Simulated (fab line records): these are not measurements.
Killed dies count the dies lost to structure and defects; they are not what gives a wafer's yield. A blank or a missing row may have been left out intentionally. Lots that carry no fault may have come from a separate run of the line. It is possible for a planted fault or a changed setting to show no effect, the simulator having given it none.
A lot that was struck, set against a sound lot | flow nand harc | 13 steps out of a route of 1302
Sound: the wafers L612.2, L612.3, L612.4. The struck wafers were L618.1, L618.4, L618.6. At the end, the cause is stated.
Order at every step that has rows: each side's tool, ch and its chambers, its first start. Under that, the readings that differ: sound wafers | struck wafers | difference of the means | sigmas: that difference in standard deviations of wafers without a fault.
alike: a reading whose means differ by less than 2 such deviations, as well as words and numbers matching on both sides. not compared: withheld readings; readings where some wafer has no value; bounds like >300 that might hide an equal value; numbers whose values overlap and for which the record gives no deviation.
The two part at a step that has a row with sigmas, a row that says differs or no value, or rows on one side only. When numbers do not overlap yet have no deviation, they are printed without sigmas and do not part them. A reading that every wafer of one side lacks parts them only if that side has two wafers or more.

first, 2 steps without rows for these wafers: NHARC_A_STAIRCASE_PRECLEAN_448 (cleans in SC1); NHARC_A_STAIRCASE_SRD_449.
NHARC_A_STAIRCASE_CMP_450: polishes SiO2, target thk 200 nm.
  sound on cmp-03 ch 0,2,3, day 19 17:26; struck on cmp-01 ch 0,2,3, day 22 20:27
  alike: edge zone pressure frac, motor current A
NHARC_A_STAIRCASE_CMP_152: polishes.
  sound on cmp-03 ch 0,2,3, day 19 17:31; struck on cmp-01 ch 0,2,3, day 22 20:31
  alike: edge zone pressure frac, motor current A
then, 2 steps without rows for these wafers: NHARC_A_STAIRCASE_SRD_154; NHARC_A_STAIRCASE_ETCH_403 (etches SiO2 in dHF, target depth 108.2 nm).
NHARC_A_STAIRCASE_ETCHBACK_422: etches the open film in CH3F/O2, target depth 40 nm, time 74.286 s.
  sound on rie diel-10 ch 2,3, day 19 17:59; struck on rie diel-10 ch 2,3, day 22 20:58
  reading               | sound          | struck         | difference | sigmas
  oes product au (a.u.) | 1.01 1.02 1.00 | 0.94 0.93 0.93 | -0.08      | -2
  alike: bias w, chamber pressure mTorr, drypump motor current A, rf vpp V, showerhead plenum p Torr, throttle valve pct
  not compared: rf hours counter h
then, 1 step without rows for these wafers: NHARC_A_STAIRCASE_ETCH_423 (etches SiO2 in dHF, target depth 30 nm).
NHARC_A_STAIRCASE_ETCHBACK_157: etches the open film in CH3F/O2, target depth 90 nm, time 167.14 s.
  sound on rie diel-10 ch 2,3, day 19 18:22; struck on rie diel-10 ch 0,2, day 22 21:21
  alike: bias w, chamber pressure mTorr, drypump motor current A, oes product au, rf vpp V, showerhead plenum p Torr, throttle valve pct
  not compared: rf hours counter h
then, 1 step without rows for these wafers: NHARC_A_STAIRCASE_STRIP_475 (strips in O2, time 20 s).
NHARC_A_STAIRCASE_DEP_471: deposits SiO2, target thk 100 nm.
  sound on pecvd-02 ch 0,1,2, day 19 18:48; struck on pecvd-04 ch 0,1, day 22 21:42
  alike: heater power w, throttle valve pct
NHARC_A_STAIRCASE_CMP_472: polishes SiO2.
  sound on cmp-04 ch 1,2,3, day 19 19:04; struck on cmp-04 ch 1,2, day 22 22:00
  no value came back on the struck wafers for edge zone pressure frac, motor current A (A); on the sound wafers edge zone pressure frac reads 1.000 0.996 1.003
-- break in the record here, with 9 days between the starts of the struck wafers on either side (left off in module A_STAIRCASE, picked up again in module END, where the first step shown is number 1302 on the route) --
NHARC_END_SORT_01:
  at this point the record logs the struck wafers (prober-01 ch 0, day 31 16:44) and has no rows for the sound ones

== WHERE THEY PART ==
At NHARC_A_STAIRCASE_ETCHBACK_422 first; at NHARC_END_SORT_01 last (within this record only).

WHY: what the simulator had put in
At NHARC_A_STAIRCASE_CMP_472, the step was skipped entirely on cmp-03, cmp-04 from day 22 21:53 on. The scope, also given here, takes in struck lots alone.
